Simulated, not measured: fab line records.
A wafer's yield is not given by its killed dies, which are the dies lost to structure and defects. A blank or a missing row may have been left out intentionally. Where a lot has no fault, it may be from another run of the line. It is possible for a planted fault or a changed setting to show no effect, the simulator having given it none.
Comparing a struck lot with a sound one -- flow n5-finfet -- 38 out of 1938 route steps
Sound: these wafers, L901.2, L901.3, L901.6. Wafers struck: L909.2, L909.3, L909.4. The cause is named last.
Order at every step that has rows: each side's tool, ch and its chambers, its first start. Under that, the readings that differ: sound wafers -- struck wafers -- difference of the means -- sigmas: that difference in standard deviations of wafers without a fault.
alike: readings whose means differ by less than 2 such deviations, and words and numbers that are the same on both sides. not compared: withheld readings, readings that some wafer has no value for, bounds like >300 that may hide the same value, and numbers for which the record gives no deviation and whose values overlap.
Wherever a step has rows on one side only, a row that says differs or no value, or a row with sigmas, the two part there. Numbers that have no deviation but don't overlap get no sigmas and don't part them. A reading that every wafer of one side lacks parts them only if that side has two wafers or more.

first, 9 steps without rows for these wafers: N5_HKMG_FIN_SOFTBAKE_07 (time 60 s); N5_HKMG_FIN_EXPOSE_09 (exposes mask NWFM); N5_HKMG_FIN_PEB_10 (peb time 60 s); N5_HKMG_FIN_DEVELOP_11 (develop time 30 s); N5_HKMG_FIN_DESCUM_17 (chemistry O2, time 7.9 s); N5_HKMG_FIN_ETCH_31 (etches SiARC in CF4, target depth 45.5 nm, time 75.8 s); N5_HKMG_FIN_ETCH_32 (etches SOC in N2/H2, target depth 240 nm, time 300 s); N5_HKMG_FIN_STRIP_33 (strips in N2/H2); N5_HKMG_FIN_STRIP_34 (strips in CF4).
N5_HKMG_FIN_ETCH_35: etches SOC in N2/H2, target depth 215.8 nm, time 243.4 s.
  sound on rie-diel-05 ch 1,2,3, day 4 16:27; struck on rie-diel-06 ch 0,2,3, day 6 20:47
  no value came back on the struck wafers for any of 8 readings (bias-w (W), chamber-pressure-mTorr (mTorr) and others); on the sound wafers bias-w (W) reads 5.022 5.004 4.995
reading,sound,struck,difference,sigmas
model.SOC_of_HKMG_FIN_COAT_29.thk-nm (nm),86.8 87.2 86,298.6 299.2 299.4,+212.4,
model.HKMG_FIN.feature-depth-nm (nm),213.8 213.8 214,240.6 241.8 234.8,+25.2,
  not compared: rf-hours-counter-h
N5_HKMG_FIN_STRIP_92: strips SOC in N2/H2, time 20 s.
  sound on rie-diel-05 ch 1,2,3, day 4 16:35; struck on rie-diel-06 ch 0,2,3, day 6 20:56
reading,sound,struck,difference,sigmas
model.SOC_of_HKMG_FIN_COAT_29.thk-nm (nm),76.6 77.2 76,288.4 289 289.4,+212.3,
  alike: drypump-motor-current-A, oes-product-au, rf-fwd-power-W, rf-vpp-V, showerhead-plenum-p-Torr, throttle-valve-pct
  not compared: rf-hours-counter-h
then, 26 steps without rows for these wafers: N5_HKMG_FIN_WET_ETCH_18 (etches TiN in SC1, time 55 s, target depth 5.2 nm, rinse time 30 s); N5_HKMG_FIN_STRIP_19 (strips in N2/H2, time 360 s); N5_HKMG_FIN_ALD_91 (deposits TiN, target thk 1 nm, pulse time 1 s, purge time 3 s); N5_HKMG_FIN_COAT_85 (time 60 s, resist thk 300 nm); N5_HKMG_FIN_ETCH_86 (etches SOC in N2/H2, stops on TiN, target depth 393.2 nm); N5_HKMG_FIN_STRIP_89 (strips SOC in N2/H2, time 20 s); N5_HKMG_FIN_WET_ETCH_87 (etches TiN in SC1, time 154.2 s, target depth 4.7 nm, rinse time 30 s); N5_HKMG_FIN_STRIP_88 (strips in N2/H2, time 360 s); N5_HKMG_FIN_NWFM_ALD_20 (deposits TiAlC, target thk 2 nm, pulse time 3 s, purge time 2 s); N5_HKMG_FIN_ALD_71 (deposits TiN, target thk 1 nm, pulse time 1 s, purge time 3 s); N5_HKMG_FIN_COAT_66 (time 60 s, resist thk 300 nm); N5_HKMG_FIN_ETCH_67 (etches SOC in N2/H2, stops on TiN, target depth 388.9 nm); N5_HKMG_FIN_STRIP_90 (strips SOC in N2/H2, time 20 s); N5_HKMG_FIN_WET_ETCH_73 (etches the open film in SC1, time 42.3 s, target depth 1.3 nm, rinse time 30 s); N5_HKMG_FIN_ETCHBACK_68 (etches the open film in Cl2/Ar, stops on HfO2, target depth 0.5 nm); N5_HKMG_FIN_STRIP_69 (strips in N2/H2, time 360 s); N5_HKMG_FIN_ALD_21 (deposits TiN, target thk 1.5 nm, pulse time 1 s, purge time 3 s); N5_HKMG_FIN_ALD_72 (deposits W, target thk 2 nm, pulse time 1 s, purge time 2 s); N5_HKMG_FIN_W_FILL_22 (material W, target thk 60 nm, time 18.2 s); N5_HKMG_FIN_PRECLEAN_83 (cleans in DIW, time 57.5 s); N5_HKMG_FIN_SRD_84 (dry time 32 s); N5_HKMG_FIN_CMP_23 (polishes, stops on SiNx, t overpolish 10 s, target thk 46.326 nm); N5_HKMG_FIN_CMP_94 (polishes, stops on SiNx, t overpolish 4.7 s, target thk 43.299 nm); N5_GATE_CUT_ETCHBACK_00 (etches W in SF6/Cl2); N5_GATE_CUT_ETCH_56 (etches TiN in Cl2/Ar, target depth 21.6 nm); N5_GATE_CUT_ETCHBACK_30 (etches TiN in Cl2/Ar, target depth 3 nm).
N5_BEOL_M4_RC_MEAS_101:
  the record has rows for the sound wafers here (prober-01 ch 0, day 9 00:07) and none for the struck ones

## WHERE THEY PART
Earliest at N5_HKMG_FIN_ETCH_35; latest, in this record, at N5_BEOL_M4_RC_MEAS_101.

WHY: the cause the simulator had injected
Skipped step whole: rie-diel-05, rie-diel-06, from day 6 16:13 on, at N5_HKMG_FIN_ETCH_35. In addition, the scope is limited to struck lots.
